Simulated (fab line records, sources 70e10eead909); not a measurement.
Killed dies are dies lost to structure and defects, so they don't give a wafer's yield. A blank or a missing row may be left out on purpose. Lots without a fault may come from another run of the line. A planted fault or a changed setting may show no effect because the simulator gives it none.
fab line records | flow nand_harc
record lots=20 wafers=60 last_day=34
route steps=1302 shown A_STAIRCASE@836 A_SLIT@937 A_WL_FILL@956 A_CONTACT@985
lots that met no fault: from a run of the same line without faults
start_h: hours from the record's first day to the start of the lot's first wafer shown | wait_h: hours since the lot's step before | " the same as in the row above | L1.1+2: a row that stands for several wafers | - no value, or no start given | * or withheld: withheld | < > ~ a bound
route shown NAME@n: a module of which the file shows steps, and the number in the route of the first | usual: mean/standard deviation of fault-free wafers | same: alike in all rows | chamber/n: place in a boat | sites: the reading at each site | _std_site: their standard deviation | _edge_site: outer sites' mean less inner sites' | radius_mm: how far each site lies from the wafer's centre | mask NAME#n: copy n | behind: the tool/chamber that last shaped the wafer | hold: why the lot was held/for how many hours/how that ended | device: the transistor (n, p or np) that didn't switch | end of line: the same wafers' tests at the end of the route | a step without rows: its recipe alone | killed: dies lost to structure and defects at the first sort, not the wafer's yield | map: a wafer's dies, x killed, . not, _ none there
set.NAME: the setting as run; set.NAME@STEP: as run at that earlier step | model.NAME: the simulator's own value behind a step, which no gauge read
steps of the route over a sample of lots; a table a step, a row a wafer
services: from which hour (start_h, from the record's first day; less than 0 if before it) a tool's chamber was out of use, for how many hours, and why
## steps
# step NHARC_A_STAIRCASE_STRIP_316
# recipe o2_flow_sccm=500 ar_flow_sccm=0 bias_w=0 chemistry=O2
# usual drypump_motor_current_A=5.91/0.28 o2_flow_sccm=500.0/1.4 oes_product_au=0.998/0.011 rf_vpp_V=57.5/0.91 showerhead_plenum_p_Torr=3.44/0.16 throttle_valve_pct=17.035/0.0091
# columns lot.wafer tool chamber start_h wait_h drypump_motor_current_A o2_flow_sccm oes_product_au rf_hours_counter_h rf_vpp_V showerhead_plenum_p_Torr throttle_valve_pct
L075.2 rie_diel-06 0 - - 5.17 501.6 0.986 26 56.2 3.53 17.041
L075.3 " 1 " " 6.04 497.6 1.009 8 59.7 3.64 17.034
L075.4 " 3 " " 5.77 499.0 0.998 25 57.7 3.79 17.035
L074.4 rie_diel-04 3 - - 6.12 499.4 0.999 20 57.7 3.29 17.039
L074.6 " 0 " " 5.67 500.0 1.003 - 55.7 3.33 17.041
L074.5 " 1 " " 5.97 502.1 0.997 - 58.1 3.39 17.023
L077.1 rie_diel-06 2 - - 6.21 500.5 0.969 31 56.9 3.41 17.025
L077.6 " 0 " " 5.19 501.3 0.977 - 57.9 3.53 17.021
L077.5 " 1 " " 6.04 500.0 1.012 - 57.7 3.64 17.044
L076.3 rie_diel-04 2 - - 6.15 499.4 0.993 20 58.2 3.36 17.050
L076.2 " 3 " " 6.11 496.7 0.985 20 56.8 3.29 17.030
L076.6 " 3 " " 6.08 498.3 0.993 - 57.7 3.29 17.019
L078.1 rie_diel-02 1 - - 5.80 501.5 0.994 6 56.4 3.38 17.050
L078.4 " 2 " " 6.13 498.9 1.011 8 57.5 3.55 17.023
L078.6 " 0 " " 5.91 501.7 0.995 - 56.7 3.32 17.043
L079.4 rie_diel-06 3 - - 5.77 502.9 0.995 34 57.8 3.79 17.022
L079.1 " 0 " " 5.14 495.8 0.986 35 56.0 3.53 17.037
L079.5 " 3 " " 5.78 500.0 1.011 - 58.6 3.79 17.024
L080.4 rie_diel-04 2 - - 6.13 499.8 0.994 23 58.4 3.35 17.044
L080.5 " 0 " " 5.68 499.5 1.009 - 57.2 3.33 17.037
L080.6 " 1 " " 6.01 498.9 0.996 - 59.2 3.38 17.025
L081.3 rie_diel-04 2 - - 6.12 500.7 0.993 30 59.0 3.35 17.037
L081.4 " 3 " " 6.13 503.2 0.982 33 57.2 3.29 17.042
L081.6 " 2 " " 6.14 501.3 0.998 - 57.7 3.35 17.041
L082.4 rie_diel-06 2 - - 6.22 503.7 0.983 55 55.5 3.39 17.041
L082.2 " 0 " " 5.16 501.1 0.986 51 58.8 3.52 17.027
L082.5 " 2 " " 6.24 501.6 0.978 - 56.9 3.39 17.040
L083.2 rie_diel-04 1 - - 6.00 498.5 0.996 37 57.5 3.38 17.044
L083.5 " 2 " " 6.12 499.9 0.981 - 57.6 3.35 17.040
L083.6 " 3 " " 6.12 498.4 0.993 - 57.1 3.28 17.018
L086.1 rie_diel-02 0 - - 5.92 499.8 1.002 23 57.1 3.31 17.039
L086.4 " 2 " " 6.09 500.9 1.017 30 57.3 3.54 17.015
L086.6 " 3 " " 6.07 501.5 0.999 - 57.3 3.31 17.044
L084.1 rie_diel-02 1 - - 5.81 498.9 1.008 30 56.6 3.37 17.023
L084.2 " 2 " " 6.12 499.7 1.015 30 58.9 3.54 17.043
L084.5 " 1 " " 5.79 501.6 0.993 - 58.7 3.37 17.037
L087.2 rie_diel-02 2 - - 6.13 501.8 1.008 41 57.5 3.53 17.039
L087.5 " 3 " " 6.11 500.9 0.993 - 58.7 3.31 17.029
L087.6 " 0 " " 5.97 501.7 0.998 - 57.0 3.31 17.034
L088.1 rie_diel-06 0 - - 5.17 500.7 0.999 7 57.9 3.51 17.026
L088.3 " 1 " " 6.05 498.0 1.024 11 57.1 3.62 17.045
L088.2 " 2 " " 6.23 500.3 1.000 13 58.7 3.39 17.053
L090.4 rie_diel-02 0 - - 5.95 501.6 0.999 36 57.4 3.31 17.045
L090.1 " 2 " " 6.12 500.8 1.008 46 57.6 3.53 17.038
L090.2 " 3 " " 6.08 499.8 0.992 48 56.2 3.31 17.030
L091.3 rie_diel-04 2 - - 6.13 501.7 1.002 11 56.5 3.33 17.021
L091.4 " 0 " " 5.65 500.2 1.013 10 57.3 3.30 17.039
L091.5 " 3 " " 6.12 502.1 1.003 - 57.6 3.80 17.029
L093.2 rie_diel-04 1 - - 5.96 502.8 1.008 8 57.9 3.36 17.043
L093.1 " 2 " " 6.15 500.1 1.013 12 57.6 3.33 17.038
L093.5 " 2 " " 6.16 500.3 1.000 - 57.3 3.33 17.024
L092.2 rie_diel-04 1 - - 5.94 498.2 1.008 9 58.2 3.36 17.029
L092.3 " 2 " " 6.14 500.2 0.995 12 56.9 3.33 17.038
L092.5 " 0 " " 5.64 499.3 1.012 - 56.8 3.30 17.056
L095.4 rie_diel-06 2 - - 6.23 500.4 0.988 35 59.5 3.37 17.042
L095.6 " 3 " " 5.79 500.9 0.994 - 58.7 3.76 17.049
L095.5 " 0 " " 5.21 497.5 0.988 - 56.2 3.50 17.049
L097.1 rie_diel-02 3 - - 6.08 501.1 0.999 19 57.3 3.29 17.031
L097.4 " 1 " " 5.82 500.6 1.000 23 55.5 3.34 17.037
L097.6 " 3 " " 6.12 497.1 1.002 - 57.3 3.29 17.028
# step NHARC_A_STAIRCASE_DEP_471
# recipe target_thk_a=1000 temp_c=400 pressure_torr=6.5 rf_w=900 teos_flow_sccm=161.4 flow_sccm=2650 target_thk_nm=100 gas=O2 material=SiO2
# usual heater_power_outer_w=307/67 heater_power_w=587/84 susceptor_temp_C=399.99/0.22 throttle_valve_pct=15.9/0.58
# columns lot.wafer tool chamber start_h wait_h heater_power_outer_w heater_power_w susceptor_temp_C throttle_valve_pct
L075.3 pecvd-01 2 450.61 - 267 546 400.28 16.6
L075.2 " 0 " " 218 535 400.02 16.2
L075.4 " 1 " " 380 704 399.72 15.0
L077.1 pecvd-01 2 458.34 - 294 599 400.35 16.8
L077.6 " 2 " " 307 628 399.89 16.3
L077.5 " 0 " " 258 585 400.10 16.4
L074.5 pecvd-02 0 458.66 - 238 475 400.04 15.2
L074.6 " 1 " " 200 440 400.17 14.8
L074.4 " 2 " " 343 636 399.58 15.3
L076.2 pecvd-01 0 459.40 - 319 658 399.76 16.1
L076.3 " 2 " " 362 685 399.81 16.5
L076.6 " 2 " " 363 671 399.95 16.2
L079.1 pecvd-04 1 473.11 - 317 610 400.06 16.3
L079.4 " 1 " " 317 596 399.79 16.7
L079.5 " 0 " " 261 512 399.91 15.9
L078.1 pecvd-01 1 473.38 - 412 744 399.96 15.2
L078.4 " 2 " " 261 541 399.81 16.5
L078.6 " 0 " " 316 656 400.22 16.4
L080.6 pecvd-02 0 492.20 - 228 461 400.16 15.6
L080.5 " 1 " " 221 458 400.12 15.2
L080.4 " 2 " " 277 563 399.98 15.1
L081.3 pecvd-01 2 515.21 - 321 615 400.32 16.5
L081.6 " 0 " " 246 554 399.97 15.6
L081.4 " 2 " " 327 609 400.19 16.3
L082.2 pecvd-01 1 529.40 - 399 691 399.75 15.1
L082.5 " 0 " " 229 553 399.90 15.8
L082.4 " 1 " " 401 699 400.03 15.3
L083.2 pecvd-04 0 529.78 - 282 536 399.98 15.8
L083.5 " 2 " " 439 717 400.32 15.7
L083.6 " 0 " " 282 546 400.21 15.9
L084.1 pecvd-04 0 544.30 - 261 519 400.17 15.9
L084.2 " 2 " " 383 661 400.14 15.9
L084.5 " 1 " " 305 587 399.85 16.7
L086.1 pecvd-01 2 546.95 - 321 618 400.05 16.4
L086.6 " 1 " " 418 707 400.07 15.2
L086.4 " 2 " " 318 610 399.97 16.4
L087.2 pecvd-01 1 577.02 - 403 682 399.84 15.2
L087.5 " 1 " " 414 701 399.80 15.6
L087.6 " 0 " " 223 540 399.53 15.9
L088.2 pecvd-04 2 594.84 - 418 694 400.15 16.0
L088.3 " 0 " " 245 490 400.06 16.0
L088.1 " 1 " " 316 598 399.99 16.8
L090.2 pecvd-04 1 598.55 - 322 611 400.25 16.7
L090.1 " 2 " " 336 603 400.79 16.3
L090.4 " 2 " " 345 625 400.10 16.3
L093.2 pecvd-02 1 621.03 - 281 515 399.95 15.0
L093.1 " 2 " " 309 574 400.13 15.5
L093.5 " 2 " " 306 603 399.86 15.2
L092.2 pecvd-01 2 621.68 - 333 621 400.14 16.3
L092.3 " 0 " " 208 519 399.90 16.0
L092.5 " 2 " " 221 475 400.25 16.4
L091.3 pecvd-02 1 623.61 - 244 464 400.20 15.2
L091.5 " 1 " " 245 466 400.46 15.0
L091.4 " 2 " " 330 624 399.81 15.6
L095.6 pecvd-04 0 649.08 - 306 601 400.07 15.8
L095.4 " 1 " " 277 552 400.03 16.2
L095.5 " 2 " " 413 705 400.25 16.1
L097.1 pecvd-02 1 675.50 - 223 441 399.80 14.8
L097.4 " 1 " " 231 462 399.87 14.8
L097.6 " 1 " " 236 447 399.75 15.3
# step NHARC_A_SLIT_ETCH_24
# recipe target_depth_a=1210 time_s=60.5 cf4_flow_sccm=100 chf3_flow_sccm=30 ar_flow_sccm=0 rf_w=500 bias_w=200 chemistry=CF4/CHF3
# usual drypump_motor_current_A=5.8/0.65 oes_product_au=0.968/0.017 rf_vpp_V=369.7/2.1 showerhead_plenum_p_Torr=1.55/0.054 throttle_valve_pct=16.802/0.009
# columns lot.wafer tool chamber start_h wait_h drypump_motor_current_A oes_product_au rf_hours_counter_h rf_vpp_V showerhead_plenum_p_Torr throttle_valve_pct
L075.2 rie_diel-07 2 465.67 0.1 6.1 0.964 9.9 370.9 1.59 16.789
L075.4 " 3 " " 5.3 0.960 9.0 373.3 1.64 16.803
L075.3 " 1 " " 6.6 0.982 10.4 370.7 1.56 16.803
L077.1 rie_diel-01 2 471.85 0.1 5.5 0.945 3.7 369.8 1.53 16.818
L077.5 " 2 " " 5.5 0.947 - 368.8 1.53 16.815
L077.6 " 3 " " 4.8 0.938 - 372.0 1.59 16.796
L074.4 rie_diel-03 1 472.41 0.1 6.6 0.986 0.1 373.4 1.63 16.801
L074.5 " 2 " " 5.9 0.975 - 368.8 1.50 16.823
L074.6 " 3 " " 5.6 0.963 - 368.5 1.50 16.804
L076.3 rie_diel-03 1 473.31 0.1 6.6 0.975 0.5 372.3 1.63 16.796
L076.2 " 2 " " 5.9 0.961 0.5 368.4 1.50 16.816
L076.6 " 1 " " 6.5 0.983 - 373.1 1.63 16.798
L079.4 rie_diel-03 2 486.28 0.1 5.9 0.969 1.8 370.1 1.50 16.804
L079.1 " 3 " " 5.6 0.999 2.2 367.7 1.50 16.815
L079.5 " 1 " " 6.6 0.973 - 371.7 1.63 16.818
L078.4 rie_diel-01 0 486.43 0.1 6.1 0.994 5.4 366.3 1.47 16.807
L078.1 " 1 " " 6.7 0.974 4.7 365.7 1.49 16.789
L078.6 " 2 " " 5.5 0.960 - 368.5 1.53 16.790
L080.4 rie_diel-01 1 507.56 0.1 6.7 0.977 5.3 366.5 1.49 16.811
L080.6 " 0 " " 6.1 0.980 - 369.3 1.47 16.809
L080.5 " 1 " " 6.7 0.974 - 366.5 1.49 16.800
L081.4 rie_diel-01 1 533.67 0.1 6.7 0.979 7.1 368.1 1.49 16.803
L081.3 " 3 " " 4.8 0.955 8.3 370.8 1.59 16.786
L081.6 " 1 " " 6.7 0.970 - 368.9 1.49 16.802
L083.2 rie_diel-01 2 543.47 0.1 5.5 0.979 8.1 370.1 1.53 16.805
L083.5 " 2 " " 5.5 0.981 - 368.6 1.53 16.809
L083.6 " 3 " " 4.8 0.966 - 370.2 1.59 16.787
L082.2 rie_diel-07 3 543.53 0.1 5.2 0.968 1.6 371.3 1.64 16.799
L082.5 " 0 " " 4.9 0.976 - 371.7 1.55 16.815
L082.4 " 1 " " 6.6 0.956 - 370.0 1.56 16.808
L086.4 rie_diel-01 2 557.56 0.1 5.5 0.971 9.4 368.7 1.53 16.813
L086.1 " 1 " " 6.7 0.962 8.6 368.3 1.49 16.801
L086.6 " 3 " " 4.8 0.961 - 369.7 1.58 16.788
L084.2 rie_diel-03 1 561.38 0.1 6.6 0.969 3.7 372.6 1.63 16.795
L084.1 " 3 " " 5.6 0.987 3.8 368.5 1.50 16.805
L084.5 " 1 " " 6.6 0.973 - 374.1 1.63 16.816
L087.2 rie_diel-01 2 591.45 0.1 5.5 0.951 0.9 369.1 1.53 16.794
L087.6 " 2 " " 5.5 0.953 - 369.6 1.53 16.792
L087.5 " 3 " " 4.8 0.952 - 369.6 1.58 16.788
L088.1 rie_diel-07 2 615.48 0.1 6.1 0.957 4.3 372.1 1.58 16.796
L088.3 " 3 " " 5.2 0.990 5.2 371.9 1.64 16.807
L088.2 " 1 " " 6.5 0.967 5.6 370.9 1.56 16.812
L090.4 rie_diel-07 3 619.27 0.1 5.3 0.988 6.2 375.1 1.64 16.794
L090.1 " 0 " " 4.9 0.966 5.7 369.5 1.55 16.814
L090.2 " 1 " " 6.5 0.956 6.1 368.9 1.56 16.797
L092.2 rie_diel-01 3 635.64 0.1 4.8 0.976 5.1 370.5 1.58 16.801
L092.3 " 0 " " 6.1 0.978 1.9 365.7 1.47 16.816
L092.5 " 0 " " 6.2 0.980 - 366.8 1.47 16.822
L093.1 rie_diel-07 3 635.83 0.1 5.2 0.975 7.3 373.4 1.64 16.798
L093.2 " 0 " " 4.9 0.987 7.4 370.2 1.55 16.790
L093.5 " 2 " " 6.1 0.963 - 371.6 1.58 16.800
L091.4 rie_diel-01 1 639.36 0.1 6.7 0.976 6.3 367.9 1.49 16.794
L091.3 " 3 " " 4.8 0.950 5.7 370.5 1.58 16.812
L091.5 " 0 " " 6.1 0.978 - 367.7 1.47 16.808
L095.4 rie_diel-01 2 663.46 0.1 5.5 0.953 8.4 369.9 1.53 16.800
L095.5 " 2 " " 5.5 0.952 - 369.3 1.53 16.806
L095.6 " 3 " " 4.8 0.961 - 371.4 1.58 16.803
L097.4 rie_diel-01 3 687.38 0.1 4.8 0.957 8.2 370.5 1.58 16.805
L097.1 " 0 " " 6.2 0.984 5.4 367.1 1.47 16.810
L097.6 " 1 " " 6.7 0.972 - 367.8 1.49 16.800
# step NHARC_A_SLIT_ETCH_29
# recipe target_depth_a=1000 overetch_a=100 time_s=55 ion_energy_ev=100 cf4_flow_sccm=80 o2_flow_sccm=20 ar_flow_sccm=0 rf_w=300 bias_w=100 chemistry=CF4/O2
# usual drypump_motor_current_A=5.9/0.6 o2_flow_sccm=19.99/0.063 oes_f_703_au=1.000/0.005 oes_product_au=1.002/0.01 rf_vpp_V=197.5/1.3 showerhead_plenum_p_Torr=1.32/0.047 throttle_valve_pct=13.397/0.0089
# columns lot.wafer tool chamber start_h wait_h drypump_motor_current_A o2_flow_sccm oes_f_703_au oes_product_au rf_hours_counter_h rf_vpp_V showerhead_plenum_p_Torr throttle_valve_pct
L075.3 rie_diel-03 0 471.83 0.1 6.1 19.96 1.010 1.001 0 198.4 1.28 13.373
L075.2 " 2 " " 5.9 19.89 0.998 0.993 0 197.4 1.27 13.401
L075.4 " 3 " " 5.6 19.99 1.013 1.013 0 196.0 1.27 13.409
L077.1 rie_diel-01 1 477.54 0.1 6.7 19.98 1.006 0.998 4 197.0 1.26 13.385
L077.6 " 1 " " 6.7 19.96 0.999 0.983 - 195.9 1.26 13.409
L077.5 " 2 " " 5.5 20.04 0.998 1.005 - 196.8 1.30 13.406
L074.4 rie_diel-03 0 478.04 0.1 6.1 20.05 0.997 0.993 2 196.7 1.28 13.409
L074.6 " 0 " " 6.1 20.09 0.997 0.991 - 196.2 1.28 13.402
L074.5 " 1 " " 6.6 19.91 1.005 0.992 - 197.7 1.39 13.397
L076.3 rie_diel-07 2 481.33 0.1 6.1 19.96 0.997 0.994 0 197.6 1.35 13.390
L076.2 " 3 " " 5.2 20.03 0.995 1.008 0 198.2 1.40 13.410
L076.6 " 0 " " 4.9 19.84 1.001 1.019 - 197.4 1.31 13.399
L079.4 rie_diel-01 1 493.50 0.1 6.7 20.02 1.000 0.988 5 196.2 1.26 13.399
L079.1 " 2 " " 5.5 20.03 0.995 0.990 6 196.9 1.30 13.406
L079.5 " 0 " " 6.1 19.95 1.001 1.013 - 194.9 1.25 13.400
L078.1 rie_diel-07 1 494.37 0.1 6.5 20.10 1.006 0.990 0 196.8 1.32 13.395
L078.4 " 2 " " 6.1 19.96 0.994 0.994 0 197.8 1.35 13.411
L078.6 " 1 " " 6.5 20.09 1.010 0.991 - 196.6 1.33 13.403
L080.4 rie_diel-03 3 513.59 0.1 5.6 20.13 1.001 1.013 3 196.7 1.27 13.393
L080.5 " 0 " " 6.1 19.94 1.001 0.998 - 196.9 1.28 13.393
L080.6 " 1 " " 6.6 19.90 1.007 1.004 - 199.5 1.39 13.381
L081.4 rie_diel-01 1 539.39 0.1 6.7 20.00 1.004 0.994 8 196.9 1.26 13.393
L081.3 " 0 " " 6.1 20.03 0.998 1.008 9 196.0 1.25 13.406
L081.6 " 2 " " 5.5 19.99 0.996 1.002 - 197.6 1.30 13.393
L083.2 rie_diel-03 2 549.16 0.1 5.9 19.99 1.005 0.987 3 197.1 1.27 13.386
L083.6 " 1 " " 6.6 20.02 1.003 1.009 - 199.1 1.39 13.389
L083.5 " 2 " " 5.9 19.96 1.004 1.004 - 195.8 1.27 13.389
L082.2 rie_diel-01 2 550.46 0.1 5.5 20.06 1.005 0.998 9 196.4 1.30 13.396
L082.4 " 3 " " 4.8 19.98 1.010 0.990 10 197.6 1.35 13.380
L082.5 " 1 " " 6.7 20.04 1.004 0.981 - 196.7 1.26 13.391
L086.1 rie_diel-03 2 563.26 0.1 5.9 20.07 0.991 0.990 5 198.0 1.27 13.400
L086.6 " 3 " " 5.6 20.04 1.003 1.021 - 196.2 1.27 13.399
L086.4 " 1 " " 6.6 19.98 1.003 1.009 - 198.7 1.39 13.388
L084.1 rie_diel-07 0 567.27 0.1 4.9 20.06 1.006 1.020 4 198.0 1.31 13.385
L084.2 " 1 " " 6.5 19.93 1.001 0.996 4 198.1 1.32 13.392
L084.5 " 3 " " 5.2 19.94 1.004 0.993 - 198.1 1.39 13.398
L087.2 rie_diel-07 1 597.43 0.1 6.6 19.94 1.002 1.005 5 198.1 1.32 13.387
L087.5 " 3 " " 5.2 20.00 1.000 1.008 - 200.2 1.39 13.399
L087.6 " 0 " " 4.9 20.06 0.998 1.016 - 196.5 1.31 13.404
L088.2 rie_diel-03 3 621.17 0.1 5.6 19.95 1.004 1.014 6 196.6 1.27 13.387
L088.1 " 1 " " 6.6 20.06 0.998 1.002 7 199.0 1.39 13.398
L088.3 " 2 " " 5.9 19.88 0.989 1.001 7 197.3 1.27 13.405
L090.1 rie_diel-07 1 624.97 0.1 6.5 19.95 0.999 1.004 7 198.3 1.32 13.403
L090.2 " 2 " " 6.1 19.95 1.002 0.995 6 197.7 1.34 13.393
L090.4 " 3 " " 5.2 20.00 0.996 1.003 7 198.2 1.39 13.397
L092.2 rie_diel-07 3 641.31 0.1 5.3 19.95 1.004 1.010 9 198.6 1.39 13.401
L092.3 " 0 " " 4.9 19.96 1.005 1.014 9 197.0 1.31 13.390
L092.5 " 3 " " 5.2 19.92 1.002 1.000 - 199.3 1.39 13.395
L093.1 rie_diel-07 1 642.04 0.1 6.5 19.97 1.001 1.011 9 199.2 1.32 13.425
L093.2 " 2 " " 6.1 20.00 1.004 0.989 8 197.7 1.34 13.403
L093.5 " 1 " " 6.5 20.11 1.000 1.008 - 197.8 1.32 13.403
L091.4 rie_diel-03 2 648.99 0.1 5.9 20.12 1.001 1.016 0 197.5 1.27 13.389
L091.3 " 0 " " 6.1 19.97 1.000 1.003 0 196.9 1.28 13.402
L091.5 " 1 " " 6.6 20.07 1.001 1.026 - 199.8 1.39 13.384
L095.4 rie_diel-03 3 672.38 0.1 5.6 20.06 1.004 1.000 1 195.5 1.27 13.393
L095.5 " 3 " " 5.6 20.02 0.993 0.997 - 195.4 1.27 13.401
L095.6 " 0 " " 6.1 19.95 1.001 0.998 - 197.4 1.28 13.412
L097.1 rie_diel-01 2 693.04 0.1 5.5 19.95 1.000 1.000 12 197.3 1.29 13.413
L097.4 " 3 " " 4.9 19.92 0.996 0.993 10 198.7 1.34 13.395
L097.6 " 1 " " 6.7 20.00 0.999 0.997 - 195.9 1.26 13.383
# step NHARC_A_WL_FILL_CVD_03
# recipe target_thk_a=400 temp_c=300 pressure_torr=40 wf6_flow_sccm=40 h2_flow_sccm=1600 ar_flow_sccm=1560 time_s=279 material=W
# usual heater_power_outer_w=249/20 heater_power_w=439/30 mfc_wf6_sccm=39.98/0.11 susceptor_temp_C=300.01/0.19 throttle_valve_pct=8.15/0.26
# columns lot.wafer tool chamber start_h wait_h heater_power_outer_w heater_power_w mfc_wf6_sccm susceptor_temp_C throttle_valve_pct
L075.2 cvd_w-02 1 480.05 0.1 267 451 39.84 300.06 8.10
L075.4 " 1 " " 267 444 39.96 299.78 8.20
L075.3 " 0 " " 234 421 39.94 299.96 8.18
L077.1 cvd_w-02 1 485.74 0.1 266 442 39.93 299.87 7.90
L077.6 " 1 " " 267 443 39.76 299.89 8.05
L077.5 " 0 " " 242 431 40.11 299.99 8.05
L074.4 cvd_w-01 0 485.82 0.2 227 405 40.06 - 8.68
L074.5 " 0 " " 228 409 39.78 - 8.76
L074.6 " 1 " " 273 481 40.04 - 7.80
L076.2 cvd_w-02 0 490.60 0.1 225 427 39.95 - 8.00
L076.3 " 0 " " 237 426 40.03 - 7.99
L076.6 " 0 " " 232 425 39.90 - 8.01
L079.1 cvd_w-02 1 501.67 0.1 269 428 40.04 300.11 8.39
L079.4 " 1 " " 260 453 39.99 300.20 7.94
L079.5 " 0 " " 244 432 39.96 299.80 8.20
L078.1 cvd_w-01 1 501.77 0.1 268 475 39.94 - 7.91
L078.4 " 0 " " 227 396 40.18 - 8.48
L078.6 " 0 " " 223 395 40.10 - 8.67
L080.4 cvd_w-02 0 521.89 0.2 234 436 40.05 300.02 8.00
L080.6 " 0 " " 235 442 40.04 300.12 8.31
L080.5 " 1 " " 268 437 39.87 300.15 8.07
L081.3 cvd_w-02 1 547.68 0.2 267 437 40.23 299.90 8.33
L081.4 " 0 " " 236 426 40.13 300.05 8.14
L081.6 " 0 " " 232 437 39.84 300.01 7.93
L082.2 cvd_w-02 0 557.40 0.2 243 425 40.07 300.11 8.22
L082.4 " 0 " " 238 425 40.05 300.25 7.97
L082.5 " 0 " " 230 424 40.03 300.11 8.01
L083.2 cvd_w-02 1 557.76 0.3 272 438 40.33 299.92 8.08
L083.6 " 0 " " 247 428 39.98 300.06 8.11
L083.5 " 1 " " 272 457 40.26 299.61 8.03
L086.1 cvd_w-02 0 571.52 0.1 238 422 39.92 - 8.19
L086.4 " 0 " " 236 418 39.80 - 8.24
L086.6 " 0 " " 230 427 39.83 - 7.75
L084.2 cvd_w-01 0 576.72 0.1 222 398 39.94 300.36 8.58
L084.1 " 1 " " 272 482 40.07 300.01 7.75
L084.5 " 0 " " 220 402 40.02 300.02 8.45
L087.2 cvd_w-02 1 605.52 0.1 262 439 39.98 299.86 8.08
L087.6 " 1 " " 271 437 40.10 300.18 8.19
L087.5 " 0 " " 238 415 39.86 299.96 8.42
L088.2 cvd_w-02 0 630.30 0.1 231 438 39.94 - 8.22
L088.1 " 1 " " 264 451 40.00 - 8.52
L088.3 " 1 " " 269 452 39.92 - 8.32
L090.2 cvd_w-01 0 634.20 0.1 221 398 39.97 300.02 8.39
L090.1 " 1 " " 266 493 39.98 299.91 8.01
L090.4 " 0 " " 213 390 40.16 300.16 8.34
L092.2 cvd_w-02 1 649.51 0.1 258 432 40.10 300.04 8.25
L092.3 " 1 " " 256 440 39.97 300.23 8.05
L092.5 " 1 " " 258 449 39.88 300.16 7.86
L093.1 cvd_w-01 0 649.59 0.2 216 393 40.00 300.28 8.36
L093.2 " 1 " " 265 497 39.87 299.99 7.92
L093.5 " 1 " " 270 499 39.89 299.90 7.76
L091.3 cvd_w-02 1 657.19 0.2 252 431 39.96 299.86 7.85
L091.4 " 0 " " 238 434 39.67 300.20 8.27
L091.5 " 1 " " 259 424 40.11 300.39 8.07
L095.4 cvd_w-01 0 680.67 0.2 224 391 39.98 - 8.50
L095.6 " 1 " " 268 479 39.82 - 7.71
L095.5 " 0 " " 222 405 40.02 - 8.32
L097.1 cvd_w-01 1 701.25 0.1 271 502 40.03 299.81 8.02
L097.4 " 1 " " 280 501 40.08 300.42 7.99
L097.6 " 0 " " 219 401 40.02 300.04 8.70
# step NHARC_A_CONTACT_DEP_28
# recipe target_thk_a=70000 temp_c=400 material=aC
# usual susceptor_temp_C=399.94/0.24 throttle_valve_pct=34.998/0.0093
# columns lot.wafer tool chamber start_h wait_h susceptor_temp_C throttle_valve_pct
L075.2 acl_dep-02 0 502.08 0.8 400.20 35.015
L075.3 " 0 " " 399.81 34.992
L075.4 " 0 " " 399.99 35.000
L077.1 acl_dep-01 0 506.70 1.9 - 35.015
L077.5 " 0 509.50 4.7 - 35.003
L077.6 " 0 " " - 34.988
L074.4 acl_dep-03 0 508.54 3.8 - 35.001
L074.5 " 0 " " - 35.013
L074.6 " 0 " " - 34.989
L076.2 acl_dep-02 0 509.29 0.8 399.69 35.001
L076.3 " 0 " " 399.61 35.026
L076.6 " 0 512.13 3.6 399.99 34.992
L078.1 acl_dep-02 0 522.45 2.8 399.94 34.988
L078.4 " 0 524.58 4.9 399.95 34.998
L078.6 " 0 525.99 6.3 399.73 34.997
L079.1 acl_dep-01 0 522.95 3.0 399.95 34.993
L079.4 " 0 525.07 5.1 399.66 35.006
L079.5 " 0 " " 399.56 35.001
L080.4 acl_dep-01 0 545.10 2.2 399.93 35.006
L080.5 " 0 " " 399.85 35.010
L080.6 " 0 " " 399.97 35.002
L081.3 acl_dep-03 0 566.57 1.6 400.08 35.002
L081.4 " 0 " " 399.92 34.994
L081.6 " 0 568.71 3.7 400.10 35.009
L083.2 acl_dep-02 0 576.07 0.8 399.77 35.010
L083.5 " 0 578.22 2.9 399.77 35.002
L083.6 " 0 " " 400.32 35.005
L082.2 acl_dep-03 0 576.08 0.8 399.69 34.992
L082.4 " 0 577.50 2.2 400.34 34.990
L082.5 " 0 " " 400.12 35.007
L086.1 acl_dep-02 0 592.66 3.6 - 35.001
L086.4 " 0 594.76 5.7 - 35.012
L086.6 " 0 596.17 7.1 - 35.003
L084.1 acl_dep-02 0 596.87 0.2 400.51 34.995
L084.2 " 0 " " 400.60 34.995
L084.5 " 0 599.70 3.0 400.18 34.985
L087.2 acl_dep-01 0 627.70 3.7 - 35.010
L087.5 " 0 629.78 5.7 - 34.991
L087.6 " 0 " " - 34.993
L088.1 acl_dep-03 0 647.77 0.1 399.76 35.004
L088.2 " 0 " " 399.97 34.991
L088.3 " 0 " " 399.53 34.984
L090.1 acl_dep-03 0 652.10 0.4 - 34.991
L090.2 " 0 " " - 34.998
L090.4 " 0 654.17 2.5 - 34.992
L093.1 acl_dep-01 0 668.68 0.1 - 35.016
L093.2 " 0 " " - 35.011
L093.5 " 0 671.48 2.9 - 34.993
L092.2 acl_dep-01 0 675.45 3.5 - 35.008
L092.3 " 0 " " - 34.994
L092.5 " 0 677.53 5.6 - 35.007
L091.3 acl_dep-02 0 679.90 4.7 399.81 35.000
L091.4 " 0 " " 400.00 34.995
L091.5 " 0 " " 399.91 34.998
L095.4 acl_dep-01 0 700.81 2.2 400.02 34.997
L095.5 " 0 " " 399.92 34.995
L095.6 " 0 " " 399.87 35.000
L097.1 acl_dep-03 0 719.87 0.1 - 34.990
L097.4 " 0 721.96 2.1 - 34.995
L097.6 " 0 723.36 3.5 - 34.997
## services
# columns tool chamber start_h hours kind
rie_diel-01 1 376.80 7.6 repair
rie_diel-01 - 381.55 9.0 pm
rie_diel-01 2 416.26 1.5 repair
cvd_w-02 - 450.00 13.0 pm
rie_diel-03 3 454.62 8.7 repair
rie_diel-03 - 458.77 9.0 pm
rie_diel-07 - 471.26 9.0 pm
cvd_w-02 - 495.38 1.2 repair
rie_diel-07 3 500.75 17.1 repair
rie_diel-07 2 510.38 2.4 repair
rie_diel-07 2 523.33 29.0 repair
rie_diel-03 0 557.91 8.1 repair
rie_diel-01 - 558.55 9.0 pm
cvd_w-02 1 575.21 3.1 repair
rie_diel-01 0 582.43 4.4 repair
rie_diel-01 0 587.24 16.4 repair
rie_diel-03 0 591.28 30.4 repair
rie_diel-03 3 596.67 1.9 repair
cvd_w-02 0 611.87 1.4 repair
cvd_w-02 - 631.00 13.0 pm
rie_diel-03 - 635.77 9.0 pm
rie_diel-07 - 648.26 9.0 pm
cvd_w-02 0 665.99 4.5 repair
cvd_w-02 0 721.43 6.3 repair
## key
fault none
